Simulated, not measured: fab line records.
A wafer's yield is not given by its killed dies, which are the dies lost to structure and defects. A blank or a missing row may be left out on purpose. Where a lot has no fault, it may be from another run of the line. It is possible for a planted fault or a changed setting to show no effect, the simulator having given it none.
fab line records | flow nandHarc
record: lots: 7 wafers: 19 lastDay: 23
route steps=1159 shown A_STAIRCASE@543 END@1159
lots untouched by any fault: they come from a run of this same line in which no faults occurred
startH: start of the lot's first displayed wafer, in hours after the record's first day | waitH: hours since the lot's step before | " the same as in the row above | L1.1+2: one row covering several wafers at once | - no value, or no start given | * or withheld: withheld | < > ~ a bound
route shown NAME@n: names a module that has steps shown in the file, with the first one's number in the route | usual: mean and standard deviation over wafers with no fault | same: alike in all rows | chamber/n: place in a boat | sites: per-site readings | _std_site: standard deviation of those values | _edge_site: outer sites' mean less inner sites' | radiusMm: for every site, how far away it sits from the centre of the wafer | mask NAME#n: copy n | behind: tool/chamber where the wafer was last shaped | hold: the reason the lot was held/the length of the hold in hours/how it ended | device: the n, p or np transistor that did not switch | end of line: the route-end tests of the same wafers | a step with no rows: only its recipe | killed: not the wafer's yield, but the dies lost to structure and defects at the first sort | map: a wafer's dies, marking killed ones x, the rest . and places with no die _
set.NAME: the setting as run; set.NAME@STEP: as run at that earlier step | model.NAME: the simulator's own value behind a step, which no gauge read
lots at selected steps of the route; one table per step, one row per wafer
services: the hour from which a tool's chamber was out of use, counted from the record's first day as startH (under 0 if before that day), plus the number of hours and why
== steps ==
step: NHARC_A_STAIRCASE_PEB_07
recipe: pebTempC: 115 pebTimeS: 130
step: NHARC_A_STAIRCASE_DEVELOP_08
recipe: timeS: 140
step: NHARC_A_STAIRCASE_HARDBAKE_10
recipe: tempC: 120 timeS: 140
step: NHARC_A_STAIRCASE_DESCUM_11
recipe: timeS: 3 o2FlowSccm: 200 arFlowSccm: 0 biasPowerW: 0 chemistry: O2
step: NHARC_A_STAIRCASE_TRIM_12
recipe: timeS: 211.2 o2FlowSccm: 500 arFlowSccm: 0 biasW: 0 chemistry: O2
usual: drypumpMotorCurrentA: 5.6/0.48 oesProductAu: 0.999/0.011 rfVppV: 57.8/0.97 showerheadPlenumPTorr: 3.54/0.16 throttleValvePct: 17.037/0.009
columns lot.wafer tool chamber startH waitH drypumpMotorCurrentA oesProductAu rfHoursCounterH rfVppV showerheadPlenumPTorr throttleValvePct
L751.1 rieDiel-09 0 251.49 0.1 5.4 0.988 56 55.4 3.47 17.030
L751.3 " 1 " " 4.7 0.995 60 58.1 3.67 17.045
L751.6 " 0 " " 5.4 0.995 - 58.0 3.47 17.039
L757.1 rieDiel-10 0 285.93 0.1 5.3 1.006 38 57.8 3.54 17.040
L757.3 " 1 " " 5.1 1.005 39 59.2 3.63 17.038
L757.5 " 3 " " 6.2 1.003 - 55.9 3.30 17.022
L756.3 rieDiel-11 2 289.71 0.2 5.9 0.981 28 59.2 3.79 17.039
L756.1 " 3 " " 5.5 1.000 28 57.6 3.62 17.036
L756.5 " 0 " " 6.5 0.985 - 59.7 3.79 17.036
L761.2 rieDiel-11 0 327.51 0.1 6.5 0.969 51 57.7 3.78 17.049
L761.3 " 1 " " 6.0 0.984 46 56.7 3.34 17.062
L761.4 " 3 " " 5.5 0.989 41 58.5 3.62 17.037
L763.1 rieDiel-09 0 332.48 0.1 5.5 0.996 25 59.2 3.45 17.040
L763.2 " 2 " " 5.5 1.025 24 58.3 3.52 17.038
L764.4 rieDiel-09 0 332.73 0.1 5.5 0.995 25 57.1 3.45 17.048
L764.6 " 1 " " 4.8 0.990 - 59.4 3.66 17.043
L766.1 rieDiel-09 3 348.28 0.1 5.7 1.006 32 57.3 3.32 17.047
L766.4 " 1 " " 4.7 1.005 30 57.9 3.66 17.024
L766.6 " 3 " " 5.7 1.001 - 58.6 3.32 17.042
step: NHARC_A_STAIRCASE_ETCH_13
recipe: targetDepthA: 1000 timeS: 40.5 ionEnergyEv: 400 c4f8FlowSccm: 20 o2FlowSccm: 10 arFlowSccm: withheld rfW: 600 biasW: 1000 chemistry: C4F8/O2
usual: oesProductAu: 0.937/0.015 rfFwdPowerW: 592.7/2.8 rfVppV: 896/5.9
columns lot.wafer tool chamber startH waitH oesProductAu rfFwdPowerW rfHoursCounterH rfVppV
L751.3 rieDiel-09 3 - - 0.926 593.0 60 890
L751.1 " 1 " " 0.912 595.4 60 902
L751.6 " 0 " " 0.916 587.7 - 895
L757.3 rieDiel-10 3 - - 0.953 596.5 37 887
L757.1 " 2 " " 0.950 596.4 37 892
L757.5 " 3 " " 0.948 596.9 - 890
L756.1 rieDiel-11 0 - - 0.922 593.7 36 905
L756.3 " 2 " " 0.947 589.5 28 905
L756.5 " 0 " " 0.932 591.3 - 904
L761.4 rieDiel-11 3 - - 0.940 593.9 41 899
L761.3 " 1 " " 0.927 592.6 46 888
L761.2 " 2 " " 0.924 591.5 40 905
L763.1 rieDiel-09 0 - - 0.928 586.6 25 893
L763.2 " 1 " " 0.940 595.4 23 901
L764.4 rieDiel-09 3 - - 0.949 589.9 26 888
L764.6 " 0 " " 0.927 590.7 - 893
L766.1 rieDiel-09 2 - - 0.941 594.8 31 895
L766.4 " 3 " " 0.943 590.8 32 889
L766.6 " 1 " " 0.929 592.9 - 901
step: NHARC_A_STAIRCASE_TRIM_14
recipe: timeS: 211.2 o2FlowSccm: 500 arFlowSccm: 0 biasW: 0 chemistry: O2
step: NHARC_A_STAIRCASE_ETCH_15
recipe: targetDepthA: 1000 timeS: 40.5 ionEnergyEv: 400 c4f8FlowSccm: 20 o2FlowSccm: 10 arFlowSccm: withheld rfW: 600 biasW: 1000 chemistry: C4F8/O2
usual: oesProductAu: 0.939/0.014 rfFwdPowerW: 593/3 rfVppV: 896/6.1
columns lot.wafer tool chamber startH waitH oesProductAu rfFwdPowerW rfHoursCounterH rfVppV
L751.1 rieDiel-09 1 - - 0.924 593 60 901
L751.3 " 3 " " 0.931 590 61 888
L751.6 " 0 " " 0.911 590 - 895
L757.3 rieDiel-10 0 - - 0.941 591 38 896
L757.1 " 1 " " 0.943 591 39 899
L757.5 " 3 " " 0.942 599 - 888
L756.1 rieDiel-11 2 - - 0.937 591 28 906
L756.3 " 3 " " 0.941 597 28 898
L756.5 " 1 " " 0.954 592 - 888
L761.2 rieDiel-11 0 - - 0.929 591 51 904
L761.3 " 1 " " 0.939 591 47 890
L761.4 " 2 " " 0.923 596 40 906
L763.2 rieDiel-09 2 - - 0.958 597 24 896
L763.1 " 3 " " 0.952 592 26 889
L764.4 rieDiel-09 0 - - 0.922 589 26 894
L764.6 " 3 " " 0.956 594 - 888
L766.4 rieDiel-09 0 - - 0.922 588 31 893
L766.1 " 1 " " 0.932 593 30 900
L766.6 " 3 " " 0.944 588 - 888
step: NHARC_A_STAIRCASE_TRIM_16
recipe: timeS: 211.2 o2FlowSccm: 500 arFlowSccm: 0 biasW: 0 chemistry: O2
usual: drypumpMotorCurrentA: 5.6/0.45 oesProductAu: 1.000/0.011 rfVppV: 57.9/0.83 showerheadPlenumPTorr: 3.55/0.16 throttleValvePct: 17.035/0.0088
columns lot.wafer tool chamber startH waitH drypumpMotorCurrentA oesProductAu rfHoursCounterH rfVppV showerheadPlenumPTorr throttleValvePct
L751.1 rieDiel-09 3 - - 5.7 1.008 61 56.7 3.33 17.040
L751.3 " 2 " " 5.6 1.013 64 57.9 3.53 17.037
L751.6 " 3 " " 5.7 1.003 - 58.1 3.33 17.050
L757.1 rieDiel-10 0 - - 5.3 1.004 38 59.5 3.54 17.048
L757.3 " 3 " " 6.2 1.003 38 56.0 3.30 17.038
L757.5 " 1 " " 5.1 0.998 - 58.7 3.63 17.033
L756.1 rieDiel-11 1 - - 6.0 0.990 34 57.2 3.35 17.038
L756.3 " 2 " " 5.9 0.996 28 58.3 3.79 17.045
L756.5 " 1 " " 5.9 0.999 - 59.4 3.35 17.036
L761.4 rieDiel-11 3 - - 5.5 0.995 42 59.3 3.62 17.024
L761.2 " 0 " " 6.5 0.992 51 58.0 3.78 17.026
L761.3 " 1 " " 5.9 1.002 47 56.6 3.34 17.038
L763.2 rieDiel-09 1 - - 4.8 0.994 24 58.2 3.66 17.038
L763.1 " 2 " " 5.5 1.004 24 57.9 3.52 17.031
L764.4 rieDiel-09 2 - - 5.5 1.024 24 58.9 3.52 17.052
L764.6 " 0 " " 5.4 1.001 - 57.1 3.45 17.022
L766.1 rieDiel-09 0 - - 5.5 1.003 31 57.2 3.45 17.021
L766.4 " 3 " " 5.7 1.022 33 57.7 3.32 17.038
L766.6 " 1 " " 4.8 0.996 - 58.1 3.66 17.020
step: NHARC_A_STAIRCASE_ETCH_17
recipe: targetDepthA: 1000 timeS: 40.5 ionEnergyEv: 400 c4f8FlowSccm: 20 o2FlowSccm: 10 arFlowSccm: withheld rfW: 600 biasW: 1000 chemistry: C4F8/O2
usual: oesProductAu: 0.940/0.014 rfFwdPowerW: 592.6/2.7 rfVppV: 896/6.1
columns lot.wafer tool chamber startH waitH oesProductAu rfFwdPowerW rfHoursCounterH rfVppV
L751.1 rieDiel-09 0 - - 0.923 588.0 57 894
L751.3 " 2 " " 0.963 592.0 64 896
L751.6 " 0 " " 0.926 586.4 - 895
L757.1 rieDiel-10 2 - - 0.955 595.5 37 893
L757.3 " 3 " " 0.961 596.2 38 886
L757.5 " 0 " " 0.939 593.0 - 896
L756.3 rieDiel-11 3 - - 0.928 593.6 28 898
L756.1 " 0 " " 0.908 591.4 36 905
L756.5 " 1 " " 0.925 593.3 - 888
L761.2 rieDiel-11 1 - - 0.936 594.3 47 891
L761.3 " 2 " " 0.921 593.9 40 903
L761.4 " 0 " " 0.938 586.9 51 906
L763.2 rieDiel-09 1 - - 0.937 594.1 24 901
L763.1 " 0 " " 0.921 591.1 26 893
L764.4 rieDiel-09 1 - - 0.929 590.7 24 900
L764.6 " 0 " " 0.931 585.4 - 894
L766.1 rieDiel-09 3 - - 0.970 591.0 33 887
L766.4 " 1 " " 0.945 595.3 30 899
L766.6 " 0 " " 0.929 587.1 - 894
step: NHARC_A_STAIRCASE_TRIM_18
recipe: timeS: 211.2 o2FlowSccm: 500 arFlowSccm: 0 biasW: 0 chemistry: O2
step: NHARC_A_STAIRCASE_ETCH_19
recipe: targetDepthA: 1000 timeS: 40.5 ionEnergyEv: 400 c4f8FlowSccm: 20 o2FlowSccm: 10 arFlowSccm: withheld rfW: 600 biasW: 1000 chemistry: C4F8/O2
usual: oesProductAu: 0.942/0.011 rfFwdPowerW: 593/3 rfVppV: 897/5.8
columns lot.wafer tool chamber startH waitH oesProductAu rfFwdPowerW rfHoursCounterH rfVppV
L751.1 rieDiel-09 1 252.52 - 0.933 594 60 902
L751.3 " 3 " " 0.946 595 61 888
L751.6 " 1 " " 0.932 593 - 900
L757.3 rieDiel-10 1 286.77 - 0.944 592 39 901
L757.1 " 2 " " 0.943 595 37 893
L757.5 " 1 " " 0.947 594 - 899
L756.3 rieDiel-11 3 290.58 - 0.946 600 29 899
L756.1 " 1 " " 0.940 595 35 890
L756.5 " 2 " " 0.936 593 - 906
L761.3 rieDiel-11 0 328.49 - 0.932 590 51 906
L761.2 " 1 " " 0.920 592 47 889
L761.4 " 2 " " 0.927 594 40 905
L763.2 rieDiel-09 3 333.48 - 0.969 588 27 890
L763.1 " 0 " " 1.106 589 26 893
L764.4 rieDiel-09 2 333.66 - 0.957 590 25 896
L764.6 " 1 " " 1.111 595 - 900
L766.1 rieDiel-09 2 349.81 - 1.120 595 32 895
L766.4 " 3 " " 0.958 592 33 888
L766.6 " 0 " " 1.118 587 - 892
step: NHARC_END_SORT_01
recipe: tempC: 25
usual: killedAtArray: 29/11 killedAtOther: 0.7/1.1 killedAtPeriphery: 2.9/2.2 killedDies: 33/11 killedOpen: 3.1/1.8 killedShort: 1.9/1.4
same: grossDies: 677
columns lot.wafer tool chamber startH waitH killedAtArray killedAtOther killedAtPeriphery killedDies killedOpen killedShort
L757.1 prober-01 0 496.86 2.5 31 1 4 36 5 2
L757.3 prober-01 0 498.46 3.1 22 2 0 24 3 0
L757.5 prober-01 0 500.06 3.7 29 1 2 32 1 1
L761.2 prober-02 0 518.15 2.8 18 0 4 22 6 2
L761.3 prober-02 0 518.94 3.0 17 1 3 21 7 2
L761.4 prober-02 0 519.72 3.3 13 1 7 21 7 6
L763.1 prober-01 0 534.15 2.5 676 0 1 677 4 1
L763.2 prober-01 0 534.94 2.8 36 0 2 38 0 4
L764.6 prober-02 0 538.20 4.0 673 1 2 676 2 3
L766.1 prober-01 0 555.24 2.5 661 1 4 666 5 2
L766.4 prober-01 0 557.64 3.4 51 0 1 52 5 0
L766.6 prober-01 0 559.24 4.0 676 0 1 677 2 1
killed by level:class
L757.1 A_SLIT:chamberFilmFlake=14 A_CHANNEL_HOLE_D1:chamberFilmFlake=6 P_M0:geometricParticle:open=2 A_ZERO_WELL:chamberFilmFlake=2 A_CONTACT:chamberFilmFlake=2 A_ONON_D1:geometricParticle:short=1 A_WL_FILL:geometricParticle:open=1 A_WL_FILL:geometricParticle:short=1
L757.3 A_SLIT:chamberFilmFlake=9 A_CONTACT:chamberFilmFlake=5 A_STAIRCASE:chamberFilmFlake=3 A_CHANNEL_HOLE_D1:chamberFilmFlake=2 A_WL_FILL:geometricParticle:open=1 A_M0:geometricParticle:open=1 STARTING-WAFER:geometricParticle:open=1 A_CHANNEL_FILL_D1:chamberFilmFlake=1
L757.5 A_SLIT:chamberFilmFlake=16 A_CHANNEL_HOLE_D1:chamberFilmFlake=6 A_CONTACT:chamberFilmFlake=3 A_STAIRCASE:chamberFilmFlake=2 P_CONTACT:geometricParticle:open=1 A_WL_FILL:geometricParticle:short=1 P_GATE:chamberFilmFlake=1 A_ZERO_WELL:chamberFilmFlake=1
L761.2 A_CHANNEL_HOLE_D1:chamberFilmFlake=8 A_STAIRCASE:chamberFilmFlake=4 A_CONTACT:geometricParticle:open=2 P_STI:geometricParticle:short=1 P_STI:geometricParticle:open=1 P_M0:geometricParticle:open=1 A_CHANNEL_FILL_D1:geometricParticle:short=1 A_CHANNEL_FILL_D1:geometricParticle:open=1
L761.3 A_CHANNEL_HOLE_D1:chamberFilmFlake=8 P_CONTACT:geometricParticle:open=2 A_M0:geometricParticle:open=2 P_GATE:geometricParticle:short=1 A_CHANNEL_HOLE_D1:geometricParticle:open=1 A_CHANNEL_FILL_D1:geometricParticle:open=1 A_WL_FILL:geometricParticle:short=1 A_CONTACT:geometricParticle:open=1
L761.4 P_CONTACT:geometricParticle:open=2 A_CHANNEL_FILL_D1:geometricParticle:short=2 P_ZERO_WELL:chamberFilmFlake=2 A_CHANNEL_HOLE_D1:chamberFilmFlake=2 A_STAIRCASE:chamberFilmFlake=2 P_GATE:geometricParticle:short=1 P_GATE:geometricParticle:open=1 P_M1:geometricParticle:open=1
L763.1 A_STAIRCASE:areaEtch=632 A_CHANNEL_HOLE_D1:chamberFilmFlake=15 A_SLIT:chamberFilmFlake=14 A_STAIRCASE:chamberFilmFlake=6 A_CONTACT:chamberFilmFlake=4 P_M0:geometricParticle:open=1 A_CHANNEL_FILL_D1:geometricParticle:open=1 A_CONTACT:geometricParticle:open=1
L763.2 A_CHANNEL_HOLE_D1:chamberFilmFlake=15 A_SLIT:chamberFilmFlake=14 A_STAIRCASE:chamberFilmFlake=2 P_CONTACT:geometricParticle:short=1 A_CHANNEL_FILL_D1:geometricParticle:short=1 A_STAIRCASE:geometricParticle:short=1 A_CONTACT:geometricParticle:short=1 P_STI:chamberFilmFlake=1
L764.6 A_STAIRCASE:areaEtch=651 A_CHANNEL_HOLE_D1:chamberFilmFlake=7 A_SLIT:chamberFilmFlake=6 A_SOURCE_PLATE:geometricParticle:short=3 A_CONTACT:chamberFilmFlake=3 A_STAIRCASE:chamberFilmFlake=2 P_M0:geometricParticle:open=1 A_CONTACT:geometricParticle:open=1
L766.1 A_STAIRCASE:areaEtch=618 A_CHANNEL_HOLE_D1:chamberFilmFlake=15 A_SLIT:chamberFilmFlake=12 A_STAIRCASE:chamberFilmFlake=4 A_CONTACT:chamberFilmFlake=4 A_M1:chamberFilmFlake=3 P_M0:geometricParticle:open=2 A_SOURCE_PLATE:geometricParticle:open=2
L766.4 A_CHANNEL_HOLE_D1:chamberFilmFlake=24 A_SLIT:chamberFilmFlake=15 A_WL_FILL:chamberFilmFlake=3 A_CONTACT:chamberFilmFlake=2 A_M1:chamberFilmFlake=2 P_M0:geometricParticle:open=1 A_CONTACT:geometricParticle:open=1 A_BLC:geometricParticle:open=1
L766.6 A_STAIRCASE:areaEtch=626 A_CHANNEL_HOLE_D1:chamberFilmFlake=18 A_SLIT:chamberFilmFlake=18 A_CONTACT:chamberFilmFlake=4 A_M1:chamberFilmFlake=4 A_CHANNEL_FILL_D1:geometricParticle:open=2 A_CHANNEL_FILL_D1:chamberFilmFlake=2 A_WL_FILL:geometricParticle:short=1
map L763.1 (x killed, . not)
____________x____________
_________xxxxxxx_________
_______xxxxxxxxxxx_______
______xxxxxxxxxxxxx______
_____xxxxxxxxxxxxxxx_____
____xxxxxxxxxxxxxxxxx____
____xxxxxxxxxxxxxxxxx____
___xxxxxxxxxxxxxxxxxxx___
___xxxxxxxxxxxxxxxxxxx___
__xxxxxxxxxxxxxxxxxxxxx__
__xxxxxxxxxxxxxxxxxxxxx__
_xxxxxxxxxxxxxxxxxxxxxxx_
_xxxxxxxxxxxxxxxxxxxxxxx_
_xxxxxxxxxxxxxxxxxxxxxxx_
_xxxxxxxxxxxxxxxxxxxxxxx_
_xxxxxxxxxxxxxxxxxxxxxxx_
xxxxxxxxxxxxxxxxxxxxxxxxx
xxxxxxxxxxxxxxxxxxxxxxxxx
xxxxxxxxxxxxxxxxxxxxxxxxx
xxxxxxxxxxxxxxxxxxxxxxxxx
xxxxxxxxxxxxxxxxxxxxxxxxx
_xxxxxxxxxxxxxxxxxxxxxxx_
_xxxxxxxxxxxxxxxxxxxxxxx_
_xxxxxxxxxxxxxxxxxxxxxxx_
_xxxxxxxxxxxxxxxxxxxxxxx_
_xxxxxxxxxxxxxxxxxxxxxxx_
__xxxxxxxxxxxxxxxxxxxxx__
__xxxxxxxxxxxxxxxxxxxxx__
___xxxxxxxxxxxxxxxxxxx___
___xxxxxxxxxxxxxxxxxxx___
____xxxxxxxxxxxxxxxxx____
____xxxxxxxxxxxxxxxxx____
_____xxxxxxxxxxxxxxx_____
______xxxxxxxxxxxxx______
_______xxxxxxxxxxx_______
_________xxxxxxx_________
____________x____________
map L764.6 (x killed, . not)
____________x____________
_________xxxxxxx_________
_______xxxxxxxxxxx_______
______xxxxxxxxxxxxx______
_____xxxxxxxxxxxxxxx_____
____xxxxxxxxxxxxxxxxx____
____xxxxxxxxxxxxxxxxx____
___xxxxxxxxxxxxxxxxxxx___
___xxxxxxxxxxxxxxxxxxx___
__xxxxxxxxxxxxxxxxxxxxx__
__xxxxxxxxxxxxxxxxxxxxx__
_xxxxxxxxxxxxxxxxxxxxxxx_
_xxxxxxxxxxxxxxxxxxxxxxx_
_xxxxxxxxxxxxxxxxxxxxxxx_
_xxxxxxxxxxxxxxxxxxxxxxx_
_xxxxxxxxxxxxxxxxxxxxxxx_
xxxxxxxxxxxxxxxxxxxxxxxxx
xxxxxxxxxxxxxxxxxxxxxxxxx
xxxxxxxxxxxxxxxxxxxxxxxxx
xxxxxxxxxxxxxxxxxxxxxxxxx
xxxxxxxxxxxxxxxxxxxxxxxxx
_xxxxxxxxxxxxxxxxxxxxxxx_
_xxxxxxxxxxxxxxxxxxxxxxx_
_xxxxxxxxxxxxxxxxxxxxxxx_
_xxxxxxxxxxxxxxxxxxxxxxx_
_xxxxxxxxxxxxxxxxxxxxxxx_
__xxxxxxxxxxxxxxxxxxxxx__
__xxxxxxxxxxxxxxxxxxxxx__
___xxxxxxxxxxxxxxxxxxx___
___xxxxxxxxxxxxxxxxxxx___
____xxxxxxxxxxxxxxxxx____
____xxxxxxxxxxxxxxxxx____
_____xxxxxxxxxxxxxxx_____
______xxxxxxxxxxxxx______
_______xxxxxxxxxxx_______
_________xxxxxxx_________
____________.____________
== services ==
columns tool chamber startH hours kind
rieDiel-09 0 234.33 - clean
rieDiel-09 1 234.33 - clean
rieDiel-09 2 234.33 - clean
rieDiel-09 3 234.33 - clean
rieDiel-09 - 254.16 9.0 pm
rieDiel-09 0 254.16 9.0 ventCycle
rieDiel-09 1 254.16 9.0 ventCycle
rieDiel-09 2 254.16 9.0 ventCycle
rieDiel-09 3 254.16 9.0 ventCycle
rieDiel-10 2 262.69 2.8 repair
rieDiel-09 0 263.16 - clean
rieDiel-09 1 263.16 - clean
rieDiel-09 2 263.16 - clean
rieDiel-09 3 263.16 - clean
rieDiel-09 0 287.67 - clean
rieDiel-09 1 287.67 - clean
rieDiel-09 2 287.67 - clean
rieDiel-09 3 287.67 - clean
rieDiel-11 1 303.45 4.2 repair
rieDiel-09 0 312.31 - clean
rieDiel-09 1 312.31 - clean
rieDiel-09 2 312.31 - clean
rieDiel-10 1 321.61 9.0 repair
rieDiel-10 2 332.57 1.5 repair
== key ==
firstSign: step: NHARC_A_STAIRCASE_ETCH_19 reading: oesProductAu direction: up sigmas: 15 usual: 0.942 struck: 1.114
effect: step: NHARC_END_SORT_01 reading: killedDies direction: up sigmas: 58 usual: 33 struck: 674
moreKillsBornAt: NHARC_A_STAIRCASE_ETCH_19@rieDiel-09: 2527
metAt NHARC_A_STAIRCASE_ETCH_19
struckWafers L763.1,L764.6,L766.1,L766.6
laterRowsLeftOut L763.1,L764.6,L766.1,L766.6
testerLeftOut L763,L764,L766
onsetBetween 252.52 333.48
fault: kind: processParameterDrift tool: rieDiel-09 chamber: - onsetH: 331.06 steps: NHARC_A_STAIRCASE_ETCH_19 channel: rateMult offset: 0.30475 shape: step endH: 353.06 scope: struckWafersOnly
testerLeftOut: of these lots the tester's yield and bins aren't shown, on N5 and GAA mostly nor the transistor test; their killed dies are dies lost to structure and defects alone, not to doping, threshold or leakage, so they don't give the yield
laterRowsLeftOut: the simulator's readings of these wafers behind a module that went badly wrong aren't trusted and aren't shown, but for the sort
